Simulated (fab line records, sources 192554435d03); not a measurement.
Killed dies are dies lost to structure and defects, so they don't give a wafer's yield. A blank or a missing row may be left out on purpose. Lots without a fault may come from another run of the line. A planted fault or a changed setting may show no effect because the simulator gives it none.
fab line records | flow n5_finfet | part 1 of 2: steps 1 to 25 of 31
record lots=5 wafers=15 last_day=16
route steps=1938 shown WELL_APT@43 PMOS_HMC_CHANNEL_EPI@57
lots that met no fault: from a run of the same line without faults
start_h: hours from the record's first day to the start of the lot's first wafer shown | wait_h: hours since the lot's step before | " the same as in the row above | L1.1+2: a row that stands for several wafers | - no value, or no start given | * or withheld: withheld | < > ~ a bound
route shown NAME@n: a module of which the file shows steps, and the number in the route of the first | usual: mean/standard deviation of fault-free wafers | same: alike in all rows | chamber/n: place in a boat | sites: the reading at each site | _std_site: their standard deviation | _edge_site: outer sites' mean less inner sites' | radius_mm: how far each site lies from the wafer's centre | mask NAME#n: copy n | behind: the tool/chamber that last shaped the wafer | hold: why the lot was held/for how many hours/how that ended | device: the transistor (n, p or np) that didn't switch | end of line: the same wafers' tests at the end of the route | a step without rows: its recipe alone | killed: dies lost to structure and defects at the first sort, not the wafer's yield | map: a wafer's dies, x killed, . not, _ none there
set.NAME: the setting as run; set.NAME@STEP: as run at that earlier step | model.NAME: the simulator's own value behind a step, which no gauge read
lots at some steps of the route; a table a step, a row a wafer
services: from which hour (start_h, from the record's first day; less than 0 if before it) a tool's chamber was out of use, for how many hours, and why
## steps
# step N5_WELL_APT_CD_MEAS_25
# recipe target_cd_nm=200 landing_energy_ev=500 detector=se_inlens
# usual cd_nm=200.1/2.2
# columns lot.wafer tool chamber start_h wait_h cd_nm
L085.2 cd_sem-02 0 80.80 - 196.9
L085.3 " 0 " " 198.9
L085.6 " 0 " " 197.8
L086.1 cd_sem-01 0 86.86 - 198.8
L086.4 " 0 " " 202.0
L086.5 " 0 " " 199.8
L088.3 cd_sem-03 0 98.86 - 200.9
L088.5 " 0 " " 202.4
L088.6 " 0 " " 200.4
L092.1 cd_sem-01 0 123.11 - 203.0
L092.3 " 0 " " 199.3
L092.5 " 0 " " 199.1
L093.4 cd_sem-01 0 129.22 - 195.4
L093.5 " 0 " " 201.0
L093.6 " 0 " " 199.1
# step N5_WELL_APT_OVL_MEAS_26
# recipe points_per_wafer=44
# usual PWELL_OVL=0/5.3
# columns lot.wafer tool chamber start_h wait_h PWELL_OVL[nm]
L085.2 overlay-02 0 80.83 0.0 9
L085.3 " 0 " " 3
L085.6 " 0 " " 5
L086.1 overlay-02 0 86.89 0.0 5
L086.4 " 0 " " -2
L086.5 " 0 " " 7
L088.3 overlay-01 0 98.88 0.0 0
L088.5 " 0 " " 6
L088.6 " 0 " " 1
L092.1 overlay-01 0 123.14 0.0 0
L092.3 " 0 " " 0
L092.5 " 0 " " 2
L093.4 overlay-02 0 129.24 0.0 11
L093.5 " 0 " " 1
L093.6 " 0 " " 4
# step N5_WELL_APT_INSPECT_27
# recipe mode=adi inspect_instrument=macro
# usual raw_defect_count=2.2/1.3
# columns lot.wafer tool chamber start_h wait_h raw_defect_count
L085.2 defect_inspect-02 - 80.86 0.0 4
L085.3 " - " " 2
L085.6 " - " " 5
L086.1 defect_inspect-02 - 86.91 0.0 1
L086.4 " - " " 2
L086.5 " - " " 3
L088.3 defect_inspect-02 - 98.91 0.0 2
L088.5 " - " " 1
L088.6 " - " " 0
L092.1 defect_inspect-01 - 123.16 0.0 2
L092.3 " - " " 2
L092.5 " - " " 2
L093.4 defect_inspect-01 - 129.27 0.0 1
L093.5 " - " " 3
L093.6 " - " " 2
# step N5_WELL_APT_DESCUM_30
# recipe chemistry=O2 time_s=7.9 source_power_w=50 bias_power_w=20 pressure_mtorr=20 rf_frequency_hz=2.712e+07 temp_c=40 o2_flow_sccm=225
# usual drypump_motor_current_A=5.6/0.45 oes_product_au=0.77/0.081 rf_fwd_power_W=49.74/0.18 rf_vpp_V=242.5/1.5 showerhead_plenum_p_Torr=2.07/0.09 throttle_valve_pct=20.50/0.26
# columns lot.wafer tool chamber start_h wait_h drypump_motor_current_A oes_product_au rf_fwd_power_W rf_hours_counter_h rf_vpp_V showerhead_plenum_p_Torr throttle_valve_pct
L085.2 rie_diel-05 1 80.89 0.0 6.5 0.66 49.90 219 241.8 1.99 20.71
L085.3 " 0 " " 5.8 0.67 50.19 238 242.6 2.08 20.81
L085.6 " 0 " " 5.8 0.67 50.09 - 242.6 2.08 20.81
L086.1 rie_diel-03 0 87.00 0.1 5.5 0.95 49.77 10 245.6 2.27 20.36
L086.4 " 2 " " 5.2 0.83 49.70 91 240.1 2.00 20.13
L086.5 " 3 " " 5.3 0.73 49.61 - 242.8 2.08 20.38
L088.3 rie_diel-03 0 98.94 0.0 5.5 0.93 49.68 13 244.0 2.27 20.37
L088.5 " 2 " " 5.2 0.82 49.83 - 241.3 1.99 20.10
L088.6 " 1 " " 6.0 0.79 49.90 - 241.5 2.03 20.70
L092.1 rie_diel-04 2 123.19 0.0 6.2 0.70 49.96 192 241.1 2.02 20.99
L092.3 " 0 " " 5.5 0.68 49.73 247 244.3 2.17 20.43
L092.5 " 3 " " 5.3 0.73 49.83 - 241.5 1.98 20.45
L093.4 rie_diel-03 0 129.30 0.0 5.5 0.92 49.81 26 244.2 2.27 20.40
L093.5 " 3 " " 5.4 0.72 49.89 - 242.1 2.07 20.40
L093.6 " 0 " " 5.5 0.92 49.84 - 246.2 2.27 20.39
# step N5_WELL_APT_IMPLANT_31
# recipe species=B energy_kev=60 dose_cm2=1.5e+13 tilt_deg=0 rotation_deg=0
# usual end_station_pressure_torr=5.19e-06/2.6e-07
# columns lot.wafer tool chamber start_h wait_h end_station_pressure_torr
L085.2 implanter-02 0 81.02 0.1 5.31e-06
L085.3 " 0 " " 4.8e-06
L085.6 " 0 " " 4.9e-06
L086.1 implanter-02 0 87.10 0.1 5.22e-06
L086.4 " 0 " " 5.46e-06
L086.5 " 0 " " 5.15e-06
L088.3 implanter-02 0 99.10 0.1 4.97e-06
L088.5 " 0 " " 5.78e-06
L088.6 " 0 " " 5.05e-06
L092.1 implanter-02 0 123.29 0.1 5.24e-06
L092.3 " 0 " " 4.7e-06
L092.5 " 0 " " 5.12e-06
L093.4 implanter-02 0 129.49 0.2 4.81e-06
L093.5 " 0 " " 5.07e-06
L093.6 " 0 " " 4.99e-06
# step N5_WELL_APT_IMPLANT_32
# recipe species=BF2 energy_kev=50 dose_cm2=2e+13 tilt_deg=0 rotation_deg=0
# usual end_station_pressure_torr=5.18e-06/2.7e-07
# columns lot.wafer tool chamber start_h wait_h end_station_pressure_torr
L085.2 implanter-02 0 81.20 0.1 5.18e-06
L085.3 " 0 " " 5.17e-06
L085.6 " 0 " " 4.91e-06
L086.1 implanter-02 0 87.28 0.1 5.28e-06
L086.4 " 0 " " 5.14e-06
L086.5 " 0 " " 4.69e-06
L088.3 implanter-02 0 99.28 0.1 5.16e-06
L088.5 " 0 " " 5.42e-06
L088.6 " 0 " " 4.67e-06
L092.1 implanter-02 0 123.47 0.1 5.83e-06
L092.3 " 0 " " 5.15e-06
L092.5 " 0 " " 4.71e-06
L093.4 implanter-02 0 129.67 0.1 5.17e-06
L093.5 " 0 " " 5.06e-06
L093.6 " 0 " " 4.87e-06
# step N5_WELL_APT_STRIP_33
# recipe chemistry=SPM time_s=900 temp_c=130 h2so4_h2o2_vol_ratio=4 dry=ipa_marangoni
# usual bath_guard_temp_C=130.1/0.62
# columns lot.wafer tool chamber start_h wait_h bath_guard_temp_C
L085.2 wet_bench-03 4 81.37 0.1 130.4
L085.3 " 1 " " 131.0
L085.6 " 0 " " 129.7
L086.1 wet_bench-03 5 87.49 0.2 129.6
L086.4 " 2 " " 129.8
L086.5 " 7 " " 130.5
L088.3 wet_bench-05 0 99.43 0.1 129.1
L088.5 " 7 " " 130.1
L088.6 " 5 " " 129.4
L092.1 wet_bench-02 7 123.68 0.2 129.6
L092.3 " 0 " " 130.4
L092.5 " 1 " " 129.8
L093.4 wet_bench-03 4 129.79 0.1 130.3
L093.5 " 5 " " 129.8
L093.6 " 1 " " 131.1
# step N5_WELL_APT_RTA_34
# recipe temp_c=1000 time_s=10 ambient=N2 idle_temp_c=600 ramp_up_c_per_s=150 ramp_down_c_per_s=60 cool_to_c=600
# usual lamp_power_pct=13.01/0.053 lamp_zone_4_pct=13.00/0.036 lamp_zone_6_pct=12.92/0.038 wafer_temp_C_max=1003.6/0.98
# columns lot.wafer tool chamber start_h wait_h lamp_power_pct lamp_zone_4_pct lamp_zone_6_pct wafer_temp_C_max
L085.2 rtp_anneal-01 0 81.80 0.2 13.10 12.97 12.94 1004.5
L085.3 " 0 " " 13.01 13.08 12.96 1002.1
L085.6 " 0 " " 13.04 12.99 12.93 1005.1
L086.1 rtp_anneal-01 0 88.05 0.3 12.94 12.99 12.87 1002.3
L086.4 " 0 " " 12.97 12.96 12.93 1002.8
L086.5 " 0 " " 13.00 12.94 12.93 1003.1
L088.3 rtp_anneal-02 0 99.75 0.1 13.10 12.99 12.88 1003.6
L088.5 " 0 " " 13.06 13.00 12.96 1004.5
L088.6 " 0 " " 13.02 12.97 12.93 1003.1
L092.1 rtp_anneal-02 0 123.96 0.0 13.04 13.00 12.94 1005.2
L092.3 " 0 " " 12.95 13.07 12.87 1002.7
L092.5 " 0 " " 13.09 13.02 12.88 1002.5
L093.4 rtp_anneal-02 0 130.12 0.1 13.01 13.02 12.93 1002.8
L093.5 " 0 " " 12.94 12.97 12.96 1002.7
L093.6 " 0 " " 12.96 13.00 12.88 1005.4
# step N5_WELL_APT_OXIDE_STRIP_42
# recipe chemistry=dHF dilution=25:1 time_s=45 temp_c=25 target=SiO2 target_depth_a=120
# columns lot.wafer tool chamber start_h wait_h
L085.2+3+6 wet_bench-05 0,7,5 81.94 0.1
L086.1+4+5 wet_bench-05 1,5,0 88.20 0.1
L088.3+5+6 wet_bench-02 3,7,0 99.86 0.1
L092.1+3+5 wet_bench-03 2,6,3 124.12 0.1
L093.4+5+6 wet_bench-02 2,1,0 130.21 0.1
# step N5_WELL_APT_PRECLEAN_36
# recipe chemistry=O3/DIW time_s=45 temp_c=22 o3_ppm=10
# usual o3_ppm=10.00/0.1
# columns lot.wafer tool chamber start_h wait_h o3_ppm
L085.2 wet_bench-05 0 81.96 0.0 10.10
L085.3 " 7 " " 10.06
L085.6 " 5 " " 10.04
L086.1 wet_bench-05 1 88.21 0.0 10.05
L086.4 " 5 " " 10.17
L086.5 " 0 " " 10.12
L088.3 wet_bench-02 3 99.87 0.0 9.98
L088.5 " 7 " " 10.01
L088.6 " 0 " " 9.95
L092.1 wet_bench-03 2 124.14 0.0 9.81
L092.3 " 6 " " 10.03
L092.5 " 3 " " 10.16
L093.4 wet_bench-02 2 130.22 0.0 10.04
L093.5 " 1 " " 9.97
L093.6 " 0 " " 10.07
# step N5_WELL_APT_PRECLEAN_39
# recipe chemistry=dHF time_s=60 dilution=150:1 temp_c=25
# columns lot.wafer tool chamber start_h wait_h
L085.2+3+6 wet_bench-05 0,7,5 81.97 0.0
L086.1+4+5 wet_bench-05 1,5,0 88.22 0.0
L088.3+5+6 wet_bench-02 3,7,0 99.88 0.0
L092.1+3+5 wet_bench-03 2,6,3 124.15 0.0
L093.4+5+6 wet_bench-02 2,1,0 130.23 0.0
# step N5_WELL_APT_SRD_37
# recipe dry=ipa_marangoni do_ppb=5 time_s=30 temp_c=23 rinse_liquid=diw
# columns lot.wafer tool chamber start_h wait_h
L085.2+3+6 wet_bench-05 0,7,5 81.99 0.0
L086.1+4+5 wet_bench-05 1,5,0 88.24 0.0
L088.3+5+6 wet_bench-02 3,7,0 99.90 0.0
L092.1+3+5 wet_bench-03 2,6,3 124.17 0.0
L093.4+5+6 wet_bench-02 2,1,0 130.25 0.0
# step N5_WELL_APT_EPI_41
# recipe material=Si target_thk_a=500 temp_c=650 precursor=SiH4/H2 pressure_torr=20 time_s=297.7
# usual throttle_valve_pct=11.11/0.16
# columns lot.wafer tool chamber start_h wait_h throttle_valve_pct
L085.2 epi_rpcvd-04 0 82.14 0.1 11.36
L085.3 " 0 " " 11.46
L085.6 " 0 " " 11.33
L086.1 epi_rpcvd-01 0 88.29 0.0 11.02
L086.4 " 0 " " 10.90
L086.5 " 0 " " 10.98
L088.3 epi_rpcvd-02 0 100.15 0.2 11.31
L088.5 " 0 " " 11.01
L088.6 " 0 " " 11.24
L092.1 epi_rpcvd-04 0 124.21 0.0 11.24
L092.3 " 0 " " 11.08
L092.5 " 0 " " 11.20
L093.4 epi_rpcvd-04 0 130.60 0.3 10.85
L093.5 " 0 " " 11.31
L093.6 " 0 " " 11.16
# step N5_WELL_APT_INSPECT_38
# recipe inspect_instrument=darkfield mode=post_epi
# usual raw_defect_count=13/5.1
# columns lot.wafer tool chamber start_h wait_h raw_defect_count
L085.2 defect_inspect-02 - 82.68 0.4 7
L085.3 " - " " 15
L085.6 " - " " 9
L086.1 defect_inspect-01 - 88.93 0.5 6
L086.4 " - " " 14
L086.5 " - " " 9
L088.3 defect_inspect-02 - 100.59 0.3 19
L088.5 " - " " 13
L088.6 " - " " 25
L092.1 defect_inspect-02 - 124.85 0.5 8
L092.3 " - " " 10
L092.5 " - " " 9
L093.4 defect_inspect-02 - 130.94 0.2 15
L093.5 " - " " 22
L093.6 " - " " 17
# step N5_PMOS_HMC_CHANNEL_EPI_HM_DEP_34
# recipe material=SiO2 target_thk_a=360 temp_c=400 precursor=TEOS/O2 pressure_torr=6.5 rf_w=900 teos_flow_sccm=161.4 gas=O2 flow_sccm=2650 time_s=6.9
# usual heater_power_w=606/160 rf_fwd_power_W=889/3.6 showerhead_plenum_p_Torr=8.35/0.038 throttle_valve_pct=18.6/0.87
# columns lot.wafer tool chamber start_h wait_h heater_power_w rf_fwd_power_W showerhead_plenum_p_Torr throttle_valve_pct
L085.2 pecvd-03 1 82.71 0.0 697 887 8.37 19.9
L085.3 " 2 " " 510 890 8.31 17.9
L085.6 " 1 " " 679 884 8.37 20.0
L086.1 pecvd-03 1 88.96 0.0 575 893 8.38 19.8
L086.4 " 0 " " 394 885 8.31 18.5
L086.5 " 1 " " 566 889 8.39 20.3
L088.3 pecvd-02 2 100.63 0.0 693 896 8.42 17.5
L088.5 " 2 " " 687 894 8.42 17.7
L088.6 " 1 " " 794 885 8.33 19.6
L092.1 pecvd-02 2 124.89 0.0 684 889 8.41 17.7
L092.3 " 1 " " 697 889 8.34 19.7
L092.5 " 0 " " 329 886 8.34 19.7
L093.4 pecvd-02 1 130.99 0.0 660 886 8.33 19.7
L093.5 " 2 " " 704 893 8.43 17.8
L093.6 " 0 " " 372 890 8.35 19.8
# step N5_PMOS_HMC_CHANNEL_EPI_COAT_31
# recipe resist=BARC temp_c=205 time_s=60 spin_rpm=1500 resist_thk_nm=66
# columns lot.wafer tool chamber start_h wait_h
L085.2+3+6 litho_track-01 0 82.77 0.0
L086.1+4+5 litho_track-03 0 89.02 0.0
L088.3+5+6 litho_track-01 0 100.68 0.0
L092.1+3+5 litho_track-01 0 124.94 0.0
L093.4+5+6 litho_track-02 0 131.03 0.0
# step N5_PMOS_HMC_CHANNEL_EPI_COAT_03
# recipe resist=CAR-ArF-block spin_rpm=1500 resist_thk_nm=205
# columns lot.wafer tool chamber start_h wait_h
L085.2+3+6 litho_track-01 0 - -
L086.1+4+5 litho_track-03 0 - -
L088.3+5+6 litho_track-01 0 - -
L092.1+3+5 litho_track-01 0 - -
L093.4+5+6 litho_track-02 0 - -
# step N5_PMOS_HMC_CHANNEL_EPI_EBR_05
# recipe solvent=PGMEA ebr_width_mm=1.5
# columns lot.wafer tool chamber start_h wait_h
L085.2+3+6 litho_track-01 0 - -
L086.1+4+5 litho_track-03 0 - -
L088.3+5+6 litho_track-01 0 - -
L092.1+3+5 litho_track-01 0 - -
L093.4+5+6 litho_track-02 0 - -
# step N5_PMOS_HMC_CHANNEL_EPI_SOFTBAKE_04
# recipe temp_c=110 time_s=60 resist=CAR-ArF-block
# columns lot.wafer tool chamber start_h wait_h
L085.2+3+6 litho_track-01 0 - -
L086.1+4+5 litho_track-03 0 - -
L088.3+5+6 litho_track-01 0 - -
L092.1+3+5 litho_track-01 0 - -
L093.4+5+6 litho_track-02 0 - -
# step N5_PMOS_HMC_CHANNEL_EPI_EXPOSE_06
# recipe mask_id=PMOS_HMC_BLK na=1.35 source_shape=conventional sigma_outer=0.8 polarization=unpolarized target_cd_nm=240 dose_mj=41
# usual exposure_dose_mJ_cm2=41.19/0.22
# same na=1.35
# columns lot.wafer tool chamber start_h wait_h mask exposure_dose_mJ_cm2
L085.2 arfi_scanner-02 0 83.00 - PMOS_HMC_BLK#0 40.98
L085.3 " 0 " " PMOS_HMC_BLK#0 41.01
L085.6 " 0 " " PMOS_HMC_BLK#0 41.03
L086.1 arfi_scanner-02 0 89.12 - PMOS_HMC_BLK#0 40.89
L086.4 " 0 " " PMOS_HMC_BLK#0 40.97
L086.5 " 0 " " PMOS_HMC_BLK#0 40.90
L088.3 arfi_scanner-01 0 100.79 - PMOS_HMC_BLK#0 41.43
L088.5 " 0 " " PMOS_HMC_BLK#0 41.36
L088.6 " 0 " " PMOS_HMC_BLK#0 41.44
L092.1 arfi_scanner-01 0 125.04 - PMOS_HMC_BLK#0 41.41
L092.3 " 0 " " PMOS_HMC_BLK#0 41.38
L092.5 " 0 " " PMOS_HMC_BLK#0 41.39
L093.4 arfi_scanner-01 0 131.14 - PMOS_HMC_BLK#0 41.39
L093.5 " 0 " " PMOS_HMC_BLK#0 41.39
L093.6 " 0 " " PMOS_HMC_BLK#0 41.37
# step N5_PMOS_HMC_CHANNEL_EPI_PEB_07
# recipe peb_temp_c=110 peb_time_s=60 resist=CAR-ArF-block
# columns lot.wafer tool chamber start_h wait_h
L085.2+3+6 litho_track-01 0 83.05 0.0
L086.1+4+5 litho_track-01 0 89.18 0.1
L088.3+5+6 litho_track-03 0 100.84 0.0
L092.1+3+5 litho_track-01 0 125.10 0.1
L093.4+5+6 litho_track-01 0 131.19 0.0
# step N5_PMOS_HMC_CHANNEL_EPI_DEVELOP_08
# recipe develop_time_s=30 developer=TMAH resist=CAR-ArF-block dev_temp_c=23 rinse_liquid=diw dry=air_spin
# columns lot.wafer tool chamber start_h wait_h
L085.2+3+6 litho_track-01 0 - -
L086.1+4+5 litho_track-01 0 - -
L088.3+5+6 litho_track-03 0 - -
L092.1+3+5 litho_track-01 0 - -
L093.4+5+6 litho_track-01 0 - -
# step N5_PMOS_HMC_CHANNEL_EPI_CD_MEAS_09
# recipe target_cd_nm=237.4 landing_energy_ev=500 detector=se_inlens
# usual cd_nm=237.6/1.1
# columns lot.wafer tool chamber start_h wait_h cd_nm
L085.2 cd_sem-02 0 83.12 - 238.1
L085.3 " 0 " " 237.3
L085.6 " 0 " " 238.7
L086.1 cd_sem-03 0 89.24 - 236.8
L086.4 " 0 " " 238.3
L086.5 " 0 " " 237.8
L088.3 cd_sem-03 0 100.91 - 238.2
L088.5 " 0 " " 238.5
L088.6 " 0 " " 238.9
L092.1 cd_sem-02 0 125.17 - 235.3
L092.3 " 0 " " 237.1
L092.5 " 0 " " 236.4
L093.4 cd_sem-01 0 131.25 - 236.9
L093.5 " 0 " " 236.1
L093.6 " 0 " " 235.3
# step N5_PMOS_HMC_CHANNEL_EPI_OVL_MEAS_10
# recipe points_per_wafer=44
# usual PMOS_HMC_BLK_OVL=0.2/0.71
# columns lot.wafer tool chamber start_h wait_h PMOS_HMC_BLK_OVL[nm]
L085.2 overlay-01 0 83.15 0.0 0.6
L085.3 " 0 " " 0.6
L085.6 " 0 " " 0.6
L086.1 overlay-02 0 89.27 0.0 1.1
L086.4 " 0 " " -0.2
L086.5 " 0 " " 2.3
L088.3 overlay-02 0 100.94 0.0 -1.1
L088.5 " 0 " " -0.8
L088.6 " 0 " " -0.4
L092.1 overlay-02 0 125.20 0.0 0.7
L092.3 " 0 " " 0.3
L092.5 " 0 " " 0.9
L093.4 overlay-02 0 131.28 0.0 1.1
L093.5 " 0 " " -0.2
L093.6 " 0 " " 0.7
# step N5_PMOS_HMC_CHANNEL_EPI_INSPECT_11
# recipe mode=adi inspect_instrument=macro
# usual raw_defect_count=2.0/1.4
# columns lot.wafer tool chamber start_h wait_h raw_defect_count
L085.2 defect_inspect-01 - 83.17 0.0 4
L085.3 " - " " 4
L085.6 " - " " 1
L086.1 defect_inspect-01 - 89.30 0.0 2
L086.4 " - " " 2
L086.5 " - " " 3
L088.3 defect_inspect-01 - 100.96 0.0 2
L088.5 " - " " 0
L088.6 " - " " 2
L092.1 defect_inspect-02 - 125.22 0.0 2
L092.3 " - " " 3
L092.5 " - " " 3
L093.4 defect_inspect-02 - 131.31 0.0 3
L093.5 " - " " 1
L093.6 " - " " 2
